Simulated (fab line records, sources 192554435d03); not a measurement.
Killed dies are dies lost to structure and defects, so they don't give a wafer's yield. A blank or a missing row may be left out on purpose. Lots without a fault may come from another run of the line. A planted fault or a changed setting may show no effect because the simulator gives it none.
Chamber matching | flow n5_finfet | N5_PMOS_HMC_CHANNEL_EPI_ETCH_32 on rie_diel-05: 4 sister chambers
The step etches BARC in N2/H2, stops on SiO2, target depth 85.8 nm, time 50.3 s. 20 wafers are shown with their chamber, then 10 later ones without.

WAFERS WITH THEIR CHAMBER
wafer  | chamber | showerhead_plenum_p_Torr (Torr) | drypump_motor_current_A (A) | throttle_valve_pct (%)
L075.1 | 2       | 2.45                            | 6.05                        | 18.2
L075.3 | 0       | 2.62                            | 5.64                        | 17.7
L075.5 | 0       | 2.62                            | 5.62                        | 17.7
L079.2 | 2       | 2.45                            | 6.07                        | 18.1
L079.3 | 0       | 2.62                            | 5.65                        | 17.7
L079.6 | 0       | 2.62                            | 5.62                        | 17.7
L081.1 | 2       | 2.45                            | 6.04                        | 18.2
L081.2 | 1       | 2.64                            | 5.93                        | 18.2
L081.3 | 3       | 2.59                            | 5.64                        | 18.0
L081.4 | 0       | 2.62                            | 5.61                        | 17.7
L081.5 | 3       | 2.59                            | 5.66                        | 18.0
L081.6 | 2       | 2.45                            | 6.07                        | 18.2
L088.1 | 0       | 2.61                            | 5.64                        | 17.7
L088.3 | 2       | 2.44                            | 6.05                        | 18.2
L088.6 | 1       | 2.64                            | 5.93                        | 18.2
L089.3 | 3       | 2.59                            | 5.65                        | 17.7
L089.4 | 0       | 2.61                            | 5.66                        | 17.7
L089.6 | 0       | 2.61                            | 5.65                        | 17.8
L090.2 | 3       | 2.59                            | 5.63                        | 17.6
L090.4 | 1       | 2.64                            | 5.93                        | 18.2

SIGNATURES (means of the wafers above)
reading                  | chamber 0 | chamber 1 | chamber 2 | chamber 3 | scatter within a chamber
showerhead_plenum_p_Torr | 2.6162    | 2.6400    | 2.4480    | 2.5900    | 0.00409
drypump_motor_current_A  | 5.6363    | 5.9300    | 6.0560    | 5.6450    | 0.0146
throttle_valve_pct       | 17.712    | 18.200    | 18.180    | 17.825    | 0.095
Rule: a wafer's distance from a chamber is the root of the sum, over the readings, of the square of ((its reading less the chamber's mean) divided by the reading's scatter). The wafer belongs to the nearest chamber; if the next one is less than 2 further off, it can't be placed. The scatter: the root of (the sum of the squares of (reading less its chamber's mean) over the shown wafers, divided by (wafers less chambers)).

WAFERS WITHOUT THEIR CHAMBER
wafer  | showerhead_plenum_p_Torr (Torr) | drypump_motor_current_A (A) | throttle_valve_pct (%)
L090.6 | 2.44                            | 6.04                        | 18.2
L091.2 | 2.44                            | 6.08                        | 18.2
L091.4 | 2.61                            | 5.62                        | 17.8
L091.5 | 2.64                            | 5.92                        | 18.2
L097.1 | 2.58                            | 5.66                        | 17.7
L097.2 | 2.63                            | 5.92                        | 18.2
L097.3 | 2.43                            | 6.09                        | 18.2
L097.4 | 2.44                            | 6.08                        | 18.2
L097.5 | 2.58                            | 5.65                        | 17.7
L097.6 | 2.63                            | 5.90                        | 18.2

WHICH CHAMBER EACH WENT THROUGH
wafer  | from the rows above | in truth
L090.6 | 2                   | 2
L091.2 | 2                   | 2
L091.4 | 0                   | 0
L091.5 | 1                   | 1
L097.1 | 3                   | 3
L097.2 | 1                   | 1
L097.3 | 2                   | 2
L097.4 | 2                   | 2
L097.5 | 3                   | 3
L097.6 | 1                   | 1
Placed correctly: 10 of 10. Can't be placed from these rows: 0. Placed wrongly: 0.
